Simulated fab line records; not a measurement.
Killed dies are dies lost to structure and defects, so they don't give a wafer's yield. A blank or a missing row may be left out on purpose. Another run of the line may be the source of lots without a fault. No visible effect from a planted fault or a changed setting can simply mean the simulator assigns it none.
One fault seen from 3 desks | flow nandHarc | each desk has only its own numbers; what lay behind them comes last

FROM THE METROLOGY DESK
Means of the sampled wafers that have a number, per lot and without regard to the tool the lot ran on: this is what the gauges read. Marked OUT: a lot whose mean sits more than 4 standard deviations from the usual mean, which makes it out of limits; the brackets give that distance.
Columns: A = cdNm at NHARC_P_CONTACT_CD_MEAS_12, usual 89.5 nm
lot  | first seen here | A
L717 | day 5 15:46     | 88.2
L720 | day 6 14:01     | 89.7
L721 | day 6 14:55     | 89.2
L723 | day 7 07:17     | 90.5
L725 | day 7 11:53     | 90.0
L724 | day 7 16:32     | 89.8
L729 | day 8 19:11     | 89.2
L730 | day 8 20:01     | 89.0
L734 | day 10 01:47    | 89.1
L737 | day 10 09:47    | 89.8
L736 | day 10 10:34    | 89.1
L738 | day 10 21:16    | 89.8
L739 | day 11 03:10    | 89.3
This desk found nothing out of limits on any of the 13 lots.

DESK OF THE TOOL OWNER: arfiScanner-01
The tool's own readings at NHARC_P_M0_EXPOSE_06 (exposes mask P M0, target cd 90 nm): means of the sampled wafers that have a number, for each lot that ran on this tool. Marked OUT: a lot whose mean sits more than 4 standard deviations from the usual mean, which makes it out of limits; the brackets give that distance.
Columns: A = exposureDoseMJCm2 at NHARC_P_M0_EXPOSE_06, usual 81.30
lot  | first seen here | A
L717 | day 5 20:23     | 81.35
L720 | day 6 21:45     | 81.26
L725 | day 7 16:38     | 81.19
L729 | day 9 00:22     | 81.64 (+4.2) OUT
This desk's verdict: out of limits on L729, starting with L729 at day 9 00:22 (exposureDoseMJCm2 at NHARC_P_M0_EXPOSE_06). L717, L720, L725: within limits.

THE DEFECT DESK
Inspection counts along the route, by lot: the mean over sampled wafers that carry a number. Marked OUT: a lot whose mean sits more than 4 standard deviations from the usual mean, which makes it out of limits; the brackets give that distance.
Columns: A = rawDefectCount at NHARC_P_CONTACT_INSPECT_27, usual 277
lot  | first seen here | A
L717 | day 5 19:44     | 283
L720 | day 6 20:59     | 310
L721 | day 6 21:31     | 263
L723 | day 7 10:34     | 352
L725 | day 7 15:52     | 236
L724 | day 7 23:27     | 252
L730 | day 8 23:22     | 211
L729 | day 8 23:37     | 232
L734 | day 10 05:05    | 264
L737 | day 10 13:09    | 236
L736 | day 10 22:18    | 364
L738 | day 11 00:34    | 322
L739 | day 11 06:28    | 120
This desk found nothing out of limits on any of the 13 lots.

TAKEN TOGETHER
An alarm could have come from the tool owner's desk at day 9 00:22, on L729.
At the metrology desk, nothing out of limits was observed.
No out-of-limits result turned up at the defect desk.
The metrology desk holds a record of L729, inside its limits.
The defect desk has L729 on record, within its limits.
The lots listed all ran NHARC_P_M0_EXPOSE_06 on arfiScanner-01.

WHAT THE SIMULATOR HAD PUT IN
Process parameters drifting: arfiScanner-01 at NHARC_P_M0_EXPOSE_06, beginning at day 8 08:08. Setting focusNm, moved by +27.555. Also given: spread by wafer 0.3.
Lots struck among those shown: L729.
How many hours passed from the start of the fault until each desk's first out-of-limits reading: the tool owner's desk, 16.
